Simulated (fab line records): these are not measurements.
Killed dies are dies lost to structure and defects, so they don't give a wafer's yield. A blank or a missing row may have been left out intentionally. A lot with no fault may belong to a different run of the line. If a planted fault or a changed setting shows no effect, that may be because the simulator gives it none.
fab line records -- flow n5-finfet
record lots=7, wafers=21
route steps=1938 shown SDB@350 HKMG_FIN@422 GATE_CUT@480 MOL_CONTACT_COAG@551 BEOL_M0_SAQP@646 BEOL_M0_CUTY@705 BEOL_M1@783
start-h: start of the lot's first displayed wafer, in hours after the record's first day -- wait-h: time in hours since the lot's previous step -- " same as the row above -- L1.1+2: several wafers, shown together as one row -- - no value, or no start given -- * or withheld: withheld -- < > ~ a bound
route shown NAME@n: NAME is a module with steps in the file, n the number in the route of the first one -- usual: mean and standard deviation over wafers with no fault -- same: alike in all rows -- chamber/n: place in a boat -- sites: each site's reading -- _std_site: standard deviation of those values -- _edge_site: the outer-site mean with the inner-site mean subtracted -- radius-mm: for every site, how far away it sits from the centre of the wafer -- mask NAME#n: copy n -- behind: tool/chamber where the wafer was last shaped -- hold: why the lot went on hold/how many hours it stayed there/how the hold came to an end -- device: names the non-switching transistor (n, p or np) -- end of line: at the end of the route, the tests of the same wafers -- a step given without rows: its recipe and nothing more -- killed: not the wafer's yield, but the dies lost to structure and defects at the first sort -- map: the dies of a wafer, with x for killed, . for not killed, _ for no die there
set.NAME: setting as actually run; set.NAME@STEP: the setting as run at that earlier step -- model.NAME: the simulator's own value behind a step, which no gauge read
lots whose settings were changed on purpose; a table a step, a row a wafer
## steps
# step N5_SDB_COAT_05
# recipe resist=CAR-ArF, spin-rpm=1500, resist-thk-nm=90
lot.wafer,tool,chamber,start-h,wait-h,set.spin-rpm,model.CAR-ArF_of_SDB_COAT_05.thk-nm
L077.4+6,litho-track-04,0,-,-,1500,90
L077.5,litho-track-04,0,-,-,1500,89.8
L084.1,litho-track-01,0,-,-,1500,90.2
L084.5,litho-track-01,0,-,-,1457,91.6
L084.6,litho-track-01,0,-,-,1500,90.4
L085.1,litho-track-05,0,-,-,1386,93.8
L085.3+6,litho-track-05,0,-,-,1500,90.2
L087.1,litho-track-05,0,-,-,1353,94.8
L087.3,litho-track-05,0,-,-,1353,95
L087.5,litho-track-05,0,-,-,1500,90
L090.1+3,litho-track-05,0,-,-,1500,89.2
L090.2,litho-track-05,0,-,-,1500,89.4
L091.1,litho-track-04,0,-,-,1500,90.4
L091.2,litho-track-04,0,-,-,1430,92.4
L091.4,litho-track-04,0,-,-,1430,92.6
L093.2,litho-track-01,0,-,-,1500,89.4
L093.3+4,litho-track-01,0,-,-,1500,89.6
# step N5_SDB_EBR_07
# recipe solvent=PGMEA, ebr-width-mm=1.5
# step N5_SDB_SOFTBAKE_06
# recipe temp-c=110, time-s=60, resist=CAR-ArF
# step N5_SDB_EXPOSE_08
# recipe mask-id=SDB, na=1.35, source-shape=conventional, sigma-outer=0.5, polarization=unpolarized, dose-mj=49.6
# step N5_SDB_PEB_09
# recipe peb-temp-c=withheld, peb-time-s=60, resist=CAR-ArF
# step N5_SDB_DEVELOP_10
# recipe develop-time-s=30, developer=TMAH, resist=CAR-ArF, rinse-liquid=diw, dry=air-spin, dev-temp-c=23
lot.wafer,tool,chamber,start-h,wait-h,set.spin-rpm@SDB_COAT_05,model.CAR-ArF_of_SDB_COAT_05.thk-nm
L077.4,litho-track-01,0,-,-,1500,88.4
L077.5+6,litho-track-01,0,-,-,1500,88.2
L084.1+6,litho-track-01,0,-,-,1500,88.6
L084.5,litho-track-01,0,-,-,1457,89.8
L085.1,litho-track-05,0,-,-,1386,92.2
L085.3+6,litho-track-05,0,-,-,1500,88.4
L087.1,litho-track-01,0,-,-,1353,93.2
L087.3,litho-track-01,0,-,-,1353,93.4
L087.5,litho-track-01,0,-,-,1500,88.2
L090.1+2+3,litho-track-01,0,-,-,1500,87.6
L091.1,litho-track-05,0,-,-,1500,88.6
L091.2+4,litho-track-05,0,-,-,1430,90.8
L093.2+3+4,litho-track-01,0,-,-,1500,87.8
# step N5_SDB_DESCUM_16
# recipe chemistry=O2, time-s=7.9, source-power-w=50, bias-power-w=20, pressure-mtorr=20, rf-frequency-hz=2.712e+07, temp-c=40, resist=CAR-ArF, o2-flow-sccm=225
lot.wafer,tool,chamber,start-h,wait-h,set.spin-rpm@SDB_COAT_05,model.CAR-ArF_of_SDB_COAT_05.thk-nm
L077.4+5+6,rie-diel-02,"0,2,3",89.94,0.0,1500,83.4
L084.1,rie-diel-05,0,127.08,0.1,1500,83.6
L084.5,rie-diel-05,0,127.08,0.1,1457,84.8
L084.6,rie-diel-05,1,127.08,0.1,1500,83.8
L085.1,rie-diel-02,3,140.01,0.0,1386,87.4
L085.3+6,rie-diel-02,"2,0",140.01,0.0,1500,83.6
L087.1,rie-diel-05,1,148.63,0.0,1353,88.4
L087.3,rie-diel-05,2,148.63,0.0,1353,88.6
L087.5,rie-diel-05,2,148.63,0.0,1500,83.6
L090.1,rie-diel-02,0,160.78,0.0,1500,82.6
L090.2+3,rie-diel-02,"2,3",160.78,0.0,1500,82.8
L091.1,rie-diel-02,2,166.23,0.2,1500,83.8
L091.2+4,rie-diel-02,"1,3",166.23,0.2,1430,86
L093.2+3+4,rie-diel-04,"3,2,0",181.12,0.0,1500,83
# step N5_SDB_ETCH_17
# recipe chemistry=CF4, target=SiARC, target-depth-a=234, mask-material=CAR-ArF, time-s=39, ion-energy-ev=80, pressure-mtorr=40, source-w=545, bias-w=36, Ar_flow_sccm=100, cf4-flow-sccm=100, ends=cleared
lot.wafer,tool,chamber,start-h,wait-h,set.spin-rpm@SDB_COAT_05,model.CAR-ArF_of_SDB_COAT_05.thk-nm
L077.4+6,rie-diel-02,"0,3",89.98,0.0,1500,66.8
L077.5,rie-diel-02,2,89.98,0.0,1500,66.6
L084.1,rie-diel-05,0,127.11,0.0,1500,66.8
L084.5,rie-diel-05,0,127.11,0.0,1457,68
L084.6,rie-diel-05,1,127.11,0.0,1500,67
L085.1,rie-diel-02,3,140.05,0.0,1386,70.6
L085.3+6,rie-diel-02,"2,0",140.05,0.0,1500,66.8
L087.1,rie-diel-05,1,148.66,0.0,1353,71.8
L087.3,rie-diel-05,2,148.66,0.0,1353,72
L087.5,rie-diel-05,2,148.66,0.0,1500,66.8
L090.1,rie-diel-02,0,160.82,0.0,1500,65.8
L090.2+3,rie-diel-02,"2,3",160.82,0.0,1500,66
L091.1,rie-diel-02,2,166.26,0.0,1500,67
L091.2,rie-diel-02,1,166.26,0.0,1430,69.2
L091.4,rie-diel-02,3,166.26,0.0,1430,69.4
L093.2+3+4,rie-diel-04,"3,2,0",181.16,0.0,1500,66.4
# step N5_HKMG_FIN_COAT_29
# recipe resist=SOC, temp-c=250, time-s=60, spin-rpm=1500, resist-thk-nm=300
lot.wafer,tool,chamber,start-h,wait-h,set.spin-rpm,model.SOC_of_HKMG_FIN_COAT_29.thk-nm
L077.4,litho-track-02,0,99.01,0.2,1500,299
L077.5,litho-track-02,0,99.01,0.2,1500,299.8
L077.6,litho-track-02,0,99.01,0.2,1500,298
L084.1,litho-track-04,0,135.57,0.2,1500,300.4
L084.5,litho-track-04,0,135.57,0.2,1375,312.8
L084.6,litho-track-04,0,135.57,0.2,1500,299.4
L085.1,litho-track-04,0,148.88,0.2,1546,296.6
L085.3,litho-track-04,0,148.88,0.2,1546,295.4
L085.6,litho-track-04,0,148.88,0.2,1500,300.4
L087.1,litho-track-03,0,157.61,0.2,1660,285
L087.3,litho-track-03,0,157.61,0.2,1500,300.4
L087.5,litho-track-03,0,157.61,0.2,1660,284.4
L090.1,litho-track-04,0,169.88,0.2,1500,300.4
L090.2,litho-track-04,0,169.88,0.2,1636,287.4
L090.3,litho-track-04,0,169.88,0.2,1500,301
L091.1+4,litho-track-02,0,175.45,0.2,1500,301.4
L091.2,litho-track-02,0,175.45,0.2,1428,309.2
L093.2,litho-track-02,0,190.81,0.2,1356,315
L093.3,litho-track-02,0,190.81,0.2,1500,299.4
L093.4,litho-track-02,0,190.81,0.2,1500,299
# step N5_GATE_CUT_COAT_27
# recipe resist=underlayer, temp-c=205, time-s=60, spin-rpm=1500, resist-thk-nm=10
lot.wafer,tool,chamber,start-h,wait-h,set.spin-rpm,model.underlayer_of_GATE_CUT_COAT_27.thk-nm
L077.4+5+6,litho-track-02,0,-,-,1500,10
L084.1,litho-track-05,0,-,-,1358,10.4
L084.5+6,litho-track-05,0,-,-,1500,10
L085.1,litho-track-05,0,-,-,1436,10.2
L085.3+6,litho-track-05,0,-,-,1500,10
L087.1,litho-track-02,0,-,-,1500,10
L087.3+5,litho-track-02,0,-,-,1363,10.4
L090.1+2+3,litho-track-02,0,-,-,1356,10.4
L091.1+4,litho-track-02,0,-,-,1606,9.6
L091.2,litho-track-02,0,-,-,1500,10
L093.2,litho-track-02,0,-,-,1500,10
L093.3+4,litho-track-02,0,-,-,1345,10.6
# step N5_GATE_CUT_COAT_07
# recipe resist=CAR-EUV, spin-rpm=1500, resist-thk-nm=30
# step N5_GATE_CUT_EBR_09
# recipe solvent=PGMEA, ebr-width-mm=1.5
# step N5_GATE_CUT_DESCUM_18
# recipe chemistry=O2, time-s=7, source-power-w=50, bias-power-w=20, pressure-mtorr=20, rf-frequency-hz=2.712e+07, temp-c=40, resist=CAR-EUV, o2-flow-sccm=225
# step N5_GATE_CUT_ETCH_28
# recipe chemistry=N2/H2, target=underlayer, target-depth-a=130, mask-material=CAR-EUV, time-s=10.4, ion-energy-ev=200, pressure-mtorr=30, source-w=840, bias-w=150, n2-flow-sccm=200, h2-flow-sccm=200, ends=cleared
lot.wafer,tool,chamber,start-h,wait-h,set.spin-rpm@GATE_CUT_COAT_27,model.etch.depth-nm
L077.4,rie-diel-01,2,107.82,0.0,1500,10.01
L077.5,rie-diel-01,3,107.82,0.0,1500,9.982
L077.6,rie-diel-01,0,107.82,0.0,1500,9.971
L084.1,rie-diel-03,3,144.62,0.0,1358,10.48
L084.5+6,rie-diel-03,"0,1",144.62,0.0,1500,9.989
L085.1,rie-diel-03,3,158.52,0.0,1436,10.23
L085.3,rie-diel-03,2,158.52,0.0,1500,10.04
L085.6,rie-diel-03,2,158.52,0.0,1500,10.03
L087.1,rie-diel-03,3,166.80,0.0,1500,9.922
L087.3,rie-diel-03,2,166.80,0.0,1363,10.42
L087.5,rie-diel-03,3,166.80,0.0,1363,10.45
L090.1+2,rie-diel-03,"3,1",179.07,0.0,1356,10.49
L090.3,rie-diel-03,0,179.07,0.0,1356,10.48
L091.1,rie-diel-06,2,185.43,0.0,1606,9.635
L091.2,rie-diel-06,1,185.43,0.0,1500,9.938
L091.4,rie-diel-06,0,185.43,0.0,1606,9.621
L093.2,rie-diel-03,3,200.57,0.0,1500,9.94
L093.3,rie-diel-03,2,200.57,0.0,1345,10.53
L093.4,rie-diel-03,1,200.57,0.0,1345,10.56
# step N5_MOL_CONTACT_COAG_SPUTTER_130
# recipe material=Co, target-thk-a=475, temp-c=25, chamber-pressure-pa=0.5, power-w=3000
lot.wafer,tool,chamber,start-h,wait-h,set.power-w,model.Co_of_MOL_CONTACT_COAG_SPUTTER_130.thk-nm
L077.4+6,pvd-sputter-01,-,117.92,0.0,3000,47.2
L077.5,pvd-sputter-01,-,117.92,0.0,3000,47.6
L084.1,pvd-sputter-01,-,152.95,0.0,2500,40.6
L084.5,pvd-sputter-01,-,152.95,0.0,2500,40.4
L084.6,pvd-sputter-01,-,152.95,0.0,3000,49
L085.1,pvd-sputter-03,-,168.25,0.0,3000,46.6
L085.3+6,pvd-sputter-03,-,168.25,0.0,3347,51.4
L087.1,pvd-sputter-02,-,175.97,0.0,3000,47
L087.3,pvd-sputter-02,-,175.97,0.0,3000,47.6
L087.5,pvd-sputter-02,-,175.97,0.0,3203,51.4
L090.1,pvd-sputter-02,-,191.11,0.0,2649,42.6
L090.2,pvd-sputter-02,-,191.11,0.0,3000,48.4
L090.3,pvd-sputter-02,-,191.11,0.0,2649,41
L091.1,pvd-sputter-02,-,193.87,0.0,3000,47.2
L091.2,pvd-sputter-02,-,193.87,0.0,2472,37.2
L091.4,pvd-sputter-02,-,193.87,0.0,2472,38.8
L093.2,pvd-sputter-02,-,210.74,0.0,3000,47.2
L093.3,pvd-sputter-02,-,210.74,0.0,3244,52.4
L093.4,pvd-sputter-02,-,210.74,0.0,3000,47.8
# step N5_MOL_CONTACT_COAG_COAT_64
# recipe resist=underlayer, temp-c=205, time-s=60, spin-rpm=1500, resist-thk-nm=10
lot.wafer,tool,chamber,start-h,wait-h,set.spin-rpm,model.underlayer_of_MOL_CONTACT_COAG_COAT_64.thk-nm
L077.4+5+6,litho-track-01,0,-,-,1500,10
L084.1+6,litho-track-01,0,-,-,1500,10
L084.5,litho-track-01,0,-,-,1393,10.4
L085.1,litho-track-04,0,-,-,1652,9.6
L085.3+6,litho-track-04,0,-,-,1500,10
L087.1,litho-track-03,0,-,-,1500,10
L087.3+5,litho-track-03,0,-,-,1611,9.6
L090.1,litho-track-01,0,-,-,1500,10
L090.2+3,litho-track-01,0,-,-,1445,10.2
L091.1+2,litho-track-03,0,-,-,1500,10
L091.4,litho-track-03,0,-,-,1432,10.2
L093.2+3+4,litho-track-03,0,-,-,1500,10
# step N5_MOL_CONTACT_COAG_COAT_34
# recipe resist=CAR-EUV, spin-rpm=1500, resist-thk-nm=40
# step N5_MOL_CONTACT_COAG_EBR_36
# recipe solvent=PGMEA, ebr-width-mm=1.5
# step N5_MOL_CONTACT_COAG_DESCUM_45
# recipe chemistry=O2, time-s=7, source-power-w=50, bias-power-w=20, pressure-mtorr=20, rf-frequency-hz=2.712e+07, temp-c=40, resist=CAR-EUV, o2-flow-sccm=225
# step N5_MOL_CONTACT_COAG_ETCH_65
# recipe chemistry=N2/H2, target=underlayer, target-depth-a=130, mask-material=CAR-EUV, time-s=10.4, ion-energy-ev=200, pressure-mtorr=30, source-w=840, bias-w=150, n2-flow-sccm=200, h2-flow-sccm=200, ends=cleared
lot.wafer,tool,chamber,start-h,wait-h,set.spin-rpm@MOL_CONTACT_COAG_COAT_64,model.etch.depth-nm
L077.4+5+6,rie-diel-04,"0,2,1",123.95,0.0,1500,10.04
L084.1,rie-diel-02,1,159.11,0.0,1500,10.01
L084.5,rie-diel-02,0,159.11,0.0,1393,10.39
L084.6,rie-diel-02,1,159.11,0.0,1500,9.988
L085.1,rie-diel-02,0,174.57,0.0,1652,9.534
L085.3,rie-diel-02,1,174.57,0.0,1500,10.04
L085.6,rie-diel-02,2,174.57,0.0,1500,9.978
L087.1,rie-diel-02,2,181.66,0.0,1500,10.01
L087.3,rie-diel-02,1,181.66,0.0,1611,9.679
L087.5,rie-diel-02,2,181.66,0.0,1611,9.637
L090.1,rie-diel-05,1,196.76,0.0,1500,9.993
L090.2,rie-diel-05,3,196.76,0.0,1445,10.17
L090.3,rie-diel-05,0,196.76,0.0,1445,10.22
L091.1,rie-diel-02,3,199.64,0.0,1500,9.998
L091.2,rie-diel-02,1,199.64,0.0,1500,10.03
L091.4,rie-diel-02,0,199.64,0.0,1432,10.26
L093.2+3,rie-diel-05,"1,2",216.21,0.0,1500,10.01
L093.4,rie-diel-05,3,216.21,0.0,1500,10
# step N5_BEOL_M0_SAQP_EXPOSE_11
# recipe mask-id=M0_CORE, na=1.35, source-shape=dipole, sigma-inner=0.538, sigma-outer=0.738, polarization=te, target-cd-nm=42, dose-mj=55
lot.wafer,tool,chamber,start-h,wait-h,mask,set.dose-mj
L077.4+5+6,arfi-scanner-03,0,130.01,-,M0_CORE#0,55
L084.1+5+6,arfi-scanner-01,0,168.78,-,M0_CORE#0,55
L085.1+3,arfi-scanner-01,0,180.59,-,M0_CORE#0,55
L085.6,arfi-scanner-01,0,180.59,-,M0_CORE#0,58.94
L087.1+5,arfi-scanner-03,0,191.44,-,M0_CORE#0,55
L087.3,arfi-scanner-03,0,191.44,-,M0_CORE#0,56.04
L090.1,arfi-scanner-03,0,202.95,-,M0_CORE#0,58.92
L090.2+3,arfi-scanner-03,0,202.95,-,M0_CORE#0,55
L091.1+2+4,arfi-scanner-02,0,207.47,-,M0_CORE#0,55
L093.2+4,arfi-scanner-02,0,224.60,-,M0_CORE#0,52.32
L093.3,arfi-scanner-02,0,224.60,-,M0_CORE#0,55
# step N5_BEOL_M0_SAQP_PEB_12
# recipe peb-temp-c=withheld, peb-time-s=60, resist=CAR-ArF
# step N5_BEOL_M0_SAQP_DEVELOP_13
# recipe develop-time-s=30, developer=TMAH, resist=CAR-ArF, dev-temp-c=23, rinse-liquid=diw, dry=air-spin
# step N5_BEOL_M0_SAQP_CD_MEAS_14
# recipe target-cd-nm=42.5, landing-energy-ev=500, detector=se-inlens
# usual cd-nm=42.6/0.39
lot.wafer,tool,chamber,start-h,wait-h,set.dose-mj@BEOL_M0_SAQP_EXPOSE_11,cd-nm
L077.4,cd-sem-03,0,130.12,-,55,42.4
L077.5,cd-sem-03,0,130.12,-,55,42.5
L077.6,cd-sem-03,0,130.12,-,55,42.9
L084.1,cd-sem-03,0,168.91,-,55,42.4
L084.5,cd-sem-03,0,168.91,-,55,43.0
L084.6,cd-sem-03,0,168.91,-,55,42.7
L085.1,cd-sem-02,0,180.72,-,55,42.8
L085.3,cd-sem-02,0,180.72,-,55,43.3
L085.6,cd-sem-02,0,180.72,-,58.94,40.6
L087.1,cd-sem-03,0,191.57,-,55,42.7
L087.3,cd-sem-03,0,191.57,-,56.04,41.9
L087.5,cd-sem-03,0,191.57,-,55,43.0
L090.1,cd-sem-02,0,203.07,-,58.92,40.8
L090.2,cd-sem-02,0,203.07,-,55,42.5
L090.3,cd-sem-02,0,203.07,-,55,42.0
L091.1,cd-sem-03,0,207.59,-,55,42.1
L091.2,cd-sem-03,0,207.59,-,55,42.7
L091.4,cd-sem-03,0,207.59,-,55,41.8
L093.2,cd-sem-01,0,224.73,-,52.32,44.3
L093.3,cd-sem-01,0,224.73,-,55,42.7
L093.4,cd-sem-01,0,224.73,-,52.32,44.0
# step N5_BEOL_M0_SAQP_MANDREL_ETCH_20
# recipe target-depth-a=600, chemistry=HBr/Cl2, target=a-Si, stop-on=SiNx, bt-time-s=10, mask-material=SOC, over-etch-frac=0.5, time-s=30, pressure-mtorr=10, icp-w=800, bias-w=75, HBr_flow_sccm=150, Cl2_flow_sccm=80, ends=end-point
lot.wafer,tool,chamber,start-h,wait-h,set.icp-w,model.SOC_of_BEOL_M0_SAQP_COAT_81.thk-nm
L077.4+5,rie-si-04,1,130.48,0.0,800,76.2
L077.6,rie-si-04,2,130.48,0.0,800,75.8
L084.1+6,rie-si-04,"0,3",169.28,0.0,886.4,75.2
L084.5,rie-si-04,2,169.28,0.0,800,75.6
L085.1+6,rie-si-01,0,181.19,0.0,751.7,76.6
L085.3,rie-si-01,3,181.19,0.0,800,76.2
L087.1+3,rie-si-04,"1,0",191.93,0.0,853.9,75.4
L087.5,rie-si-04,3,191.93,0.0,800,75.6
L090.1,rie-si-01,0,203.44,0.0,676.9,77.8
L090.2,rie-si-01,3,203.44,0.0,676.9,78.2
L090.3,rie-si-01,1,203.44,0.0,800,75.6
L091.1,rie-si-04,2,208.09,0.0,661.1,78.6
L091.2,rie-si-04,0,208.09,0.0,800,76.8
L091.4,rie-si-04,1,208.09,0.0,661.1,78.8
L093.2,rie-si-01,3,225.09,0.0,700.2,77.6
L093.3,rie-si-01,1,225.09,0.0,700.2,77
L093.4,rie-si-01,2,225.09,0.0,800,76.8
# step N5_BEOL_M0_CUTY_EXPOSE_54
# recipe mask-id=M0_ABLK, na=1.35, source-shape=conventional, sigma-outer=0.8, polarization=unpolarized, dose-mj=36
lot.wafer,tool,chamber,start-h,wait-h,mask,set.dose-mj
L077.4+5+6,arfi-scanner-01,0,135.22,-,M0_ABLK#0,36
L084.1+5+6,arfi-scanner-01,0,173.99,-,M0_ABLK#0,36
L085.1,arfi-scanner-02,0,188.22,-,M0_ABLK#0,33.45
L085.3+6,arfi-scanner-02,0,188.22,-,M0_ABLK#0,36
L087.1+3+5,arfi-scanner-02,0,196.99,-,M0_ABLK#0,36
L090.1+3,arfi-scanner-03,0,210.83,-,M0_ABLK#0,33.91
L090.2,arfi-scanner-03,0,210.83,-,M0_ABLK#0,36
L091.1+4,arfi-scanner-01,0,213.96,-,M0_ABLK#0,36
L091.2,arfi-scanner-01,0,213.96,-,M0_ABLK#0,38.23
L093.2,arfi-scanner-03,0,230.55,-,M0_ABLK#0,37.41
L093.3+4,arfi-scanner-03,0,230.55,-,M0_ABLK#0,36
# step N5_BEOL_M0_CUTY_PEB_55
# recipe peb-temp-c=110, peb-time-s=60, resist=CAR-ArF-block
# step N5_BEOL_M0_CUTY_DEVELOP_56
# recipe develop-time-s=30, developer=TMAH, resist=CAR-ArF-block, rinse-liquid=diw, dry=air-spin, dev-temp-c=23
# step N5_BEOL_M0_CUTY_CD_MEAS_57
# recipe target-cd-nm=200, landing-energy-ev=500, detector=se-inlens, polarity=line
# usual cd-nm=200.0/1
lot.wafer,tool,chamber,start-h,wait-h,set.dose-mj@BEOL_M0_CUTY_EXPOSE_54,cd-nm
L077.4,cd-sem-02,0,135.33,-,36,200.2
L077.5,cd-sem-02,0,135.33,-,36,199.8
L077.6,cd-sem-02,0,135.33,-,36,199.2
L084.1,cd-sem-01,0,174.11,-,36,200.4
L084.5,cd-sem-01,0,174.11,-,36,200.2
L084.6,cd-sem-01,0,174.11,-,36,200.2
L085.1,cd-sem-01,0,188.35,-,33.45,204.3
L085.3,cd-sem-01,0,188.35,-,36,199.1
L085.6,cd-sem-01,0,188.35,-,36,200.5
L087.1,cd-sem-03,0,197.11,-,36,199.3
L087.3,cd-sem-03,0,197.11,-,36,198.8
L087.5,cd-sem-03,0,197.11,-,36,199.8
L090.1,cd-sem-03,0,210.95,-,33.91,204.8
L090.2,cd-sem-03,0,210.95,-,36,200.0
L090.3,cd-sem-03,0,210.95,-,33.91,204.8
L091.1,cd-sem-02,0,214.08,-,36,199.7
L091.2,cd-sem-02,0,214.08,-,38.23,196.3
L091.4,cd-sem-02,0,214.08,-,36,201.5
L093.2,cd-sem-03,0,230.67,-,37.41,198.6
L093.3,cd-sem-03,0,230.67,-,36,200.7
L093.4,cd-sem-03,0,230.67,-,36,200.7
# step N5_BEOL_M1_EXPOSE_25
# recipe mask-id=V0, na=0.33, source-shape=quasar, sigma-inner=0.2, sigma-outer=0.8, polarization=unpolarized, defocus-nm=5, target-cd-nm=24, dose-mj=63
lot.wafer,tool,chamber,start-h,wait-h,mask,set.dose-mj
L077.4+5+6,euv-scanner-01,0,143.02,-,V0#0,63
L084.1+5,euv-scanner-02,0,180.38,-,V0#0,63
L084.6,euv-scanner-02,0,180.38,-,V0#0,65.56
L085.1+6,euv-scanner-01,0,196.97,-,V0#0,66.09
L085.3,euv-scanner-01,0,196.97,-,V0#0,63
L087.1+3+5,euv-scanner-02,0,204.56,-,V0#0,63
L090.1+2+3,euv-scanner-02,0,218.35,-,V0#0,63
L091.1+4,euv-scanner-02,0,220.14,-,V0#0,63
L091.2,euv-scanner-02,0,220.14,-,V0#0,65.71
L093.2+4,euv-scanner-01,0,239.82,-,V0#0,64.27
L093.3,euv-scanner-01,0,239.82,-,V0#0,63
# step N5_BEOL_M1_PEB_26
# recipe peb-temp-c=100, peb-time-s=60, resist=CAR-EUV
# step N5_BEOL_M1_DEVELOP_27
# recipe develop-time-s=30, developer=TMAH, resist=CAR-EUV, rinse-liquid=surfactant-rinse, dry=air-spin, dev-temp-c=23
# step N5_BEOL_M1_CD_MEAS_28
# recipe landing-energy-ev=500, detector=se-inlens, target-cd-y-nm=23.3
# usual cd-nm=24.02/0.29
lot.wafer,tool,chamber,start-h,wait-h,set.dose-mj@BEOL_M1_EXPOSE_25,cd-nm
L077.4,cd-sem-03,0,143.15,-,63,23.46
L077.5,cd-sem-03,0,143.15,-,63,23.59
L077.6,cd-sem-03,0,143.15,-,63,23.21
L084.1,cd-sem-01,0,180.52,-,63,24.28
L084.5,cd-sem-01,0,180.52,-,63,23.79
L084.6,cd-sem-01,0,180.52,-,65.56,24.97
L085.1,cd-sem-02,0,197.11,-,66.09,24.87
L085.3,cd-sem-02,0,197.11,-,63,23.50
L085.6,cd-sem-02,0,197.11,-,66.09,24.70
L087.1,cd-sem-01,0,204.70,-,63,24.17
L087.3,cd-sem-01,0,204.70,-,63,23.81
L087.5,cd-sem-01,0,204.70,-,63,24.00
L090.1,cd-sem-03,0,218.50,-,63,23.95
L090.2,cd-sem-03,0,218.50,-,63,23.96
L090.3,cd-sem-03,0,218.50,-,63,23.78
L091.1,cd-sem-02,0,220.28,-,63,23.68
L091.2,cd-sem-02,0,220.28,-,65.71,24.87
L091.4,cd-sem-02,0,220.28,-,63,24.14
L093.2,cd-sem-02,0,239.96,-,64.27,24.54
L093.3,cd-sem-02,0,239.96,-,63,23.93
L093.4,cd-sem-02,0,239.96,-,64.27,24.22
# step N5_BEOL_M1_ETCH_77
# recipe chemistry=N2/H2, target=underlayer, target-depth-a=65, mask-material=CAR-EUV, time-s=5.2, ion-energy-ev=200, pressure-mtorr=30, source-w=840, bias-w=150, n2-flow-sccm=200, h2-flow-sccm=200, ends=cleared
# usual rf-vpp-V=524/3.2
lot.wafer,tool,chamber,start-h,wait-h,set.source-w,rf-vpp-V
L077.4,rie-diel-03,1,143.31,0.0,840,521
L077.5,rie-diel-03,0,143.31,0.0,840,527
L077.6,rie-diel-03,3,143.31,0.0,840,521
L084.1,rie-diel-01,0,180.69,0.0,908.9,511
L084.5,rie-diel-01,3,180.69,0.0,908.9,511
L084.6,rie-diel-01,0,180.69,0.0,840,525
L085.1,rie-diel-06,0,197.58,0.0,840,519
L085.3,rie-diel-06,3,197.58,0.0,772.4,533
L085.6,rie-diel-06,0,197.58,0.0,840,521
L087.1,rie-diel-03,2,204.86,0.0,988.2,497
L087.3,rie-diel-03,3,204.86,0.0,840,523
L087.5,rie-diel-03,0,204.86,0.0,840,527
L090.1,rie-diel-01,2,218.66,0.0,840,527
L090.2,rie-diel-01,0,218.66,0.0,720.1,551
L090.3,rie-diel-01,1,218.66,0.0,720.1,553
L091.1,rie-diel-03,2,220.44,0.0,890.7,518
L091.2,rie-diel-03,1,220.44,0.0,840,522
L091.4,rie-diel-03,3,220.44,0.0,840,520
L093.2,rie-diel-06,3,240.12,0.0,840,518
L093.3,rie-diel-06,1,240.12,0.0,947.1,507
L093.4,rie-diel-06,2,240.12,0.0,947.1,502
## key
split step=N5_SDB_COAT_05, setting=spin-rpm, stated=1500, by=wafer
response step=N5_SDB_COAT_05, reading=model.CAR-ArF_of_SDB_COAT_05.thk-nm, change=-0.484, per=1%, r=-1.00
response step=N5_SDB_DEVELOP_10, reading=model.CAR-ArF_of_SDB_COAT_05.thk-nm, change=-0.504, per=1%, r=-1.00
response step=N5_SDB_DESCUM_16, reading=model.CAR-ArF_of_SDB_COAT_05.thk-nm, change=-0.491, per=1%, r=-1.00
response step=N5_SDB_ETCH_17, reading=model.CAR-ArF_of_SDB_COAT_05.thk-nm, change=-0.505, per=1%, r=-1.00
split step=N5_HKMG_FIN_COAT_29, setting=spin-rpm, stated=1500, by=wafer
response step=N5_HKMG_FIN_COAT_29, reading=model.SOC_of_HKMG_FIN_COAT_29.thk-nm, change=-1.53, per=1%, r=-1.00
split step=N5_GATE_CUT_COAT_27, setting=spin-rpm, stated=1500, by=wafer
response step=N5_GATE_CUT_COAT_27, reading=model.underlayer_of_GATE_CUT_COAT_27.thk-nm, change=-0.0498, per=1%, r=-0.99
response step=N5_GATE_CUT_ETCH_28, reading=model.etch.depth-nm, change=-0.0536, per=1%, r=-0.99
split step=N5_MOL_CONTACT_COAG_SPUTTER_130, setting=power-w, stated=3000, by=wafer
response step=N5_MOL_CONTACT_COAG_SPUTTER_130, reading=model.Co_of_MOL_CONTACT_COAG_SPUTTER_130.thk-nm, change=+0.519, per=1%, r=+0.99
split step=N5_MOL_CONTACT_COAG_COAT_64, setting=spin-rpm, stated=1500, by=wafer
response step=N5_MOL_CONTACT_COAG_COAT_64, reading=model.underlayer_of_MOL_CONTACT_COAG_COAT_64.thk-nm, change=-0.0475, per=1%, r=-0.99
response step=N5_MOL_CONTACT_COAG_ETCH_65, reading=model.etch.depth-nm, change=-0.05, per=1%, r=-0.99
split step=N5_BEOL_M0_SAQP_EXPOSE_11, setting=dose-mj, stated=55, by=wafer
response step=N5_BEOL_M0_SAQP_CD_MEAS_14, reading=cd-nm, change=-0.286, per=1%, r=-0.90
split step=N5_BEOL_M0_SAQP_MANDREL_ETCH_20, setting=icp-w, stated=800, by=wafer
response step=N5_BEOL_M0_SAQP_MANDREL_ETCH_20, reading=model.SOC_of_BEOL_M0_SAQP_COAT_81.thk-nm, change=-0.0944, per=1%, r=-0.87
split step=N5_BEOL_M0_CUTY_EXPOSE_54, setting=dose-mj, stated=36, by=wafer
response step=N5_BEOL_M0_CUTY_CD_MEAS_57, reading=cd-nm, change=-0.688, per=1%, r=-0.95
split step=N5_BEOL_M1_EXPOSE_25, setting=dose-mj, stated=63, by=wafer
response step=N5_BEOL_M1_CD_MEAS_28, reading=cd-nm, change=+0.24, per=1%, r=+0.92
split step=N5_BEOL_M1_ETCH_77, setting=source-w, stated=840, by=wafer
response step=N5_BEOL_M1_ETCH_77, reading=rf-vpp-V, change=-1.51, per=1%, r=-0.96
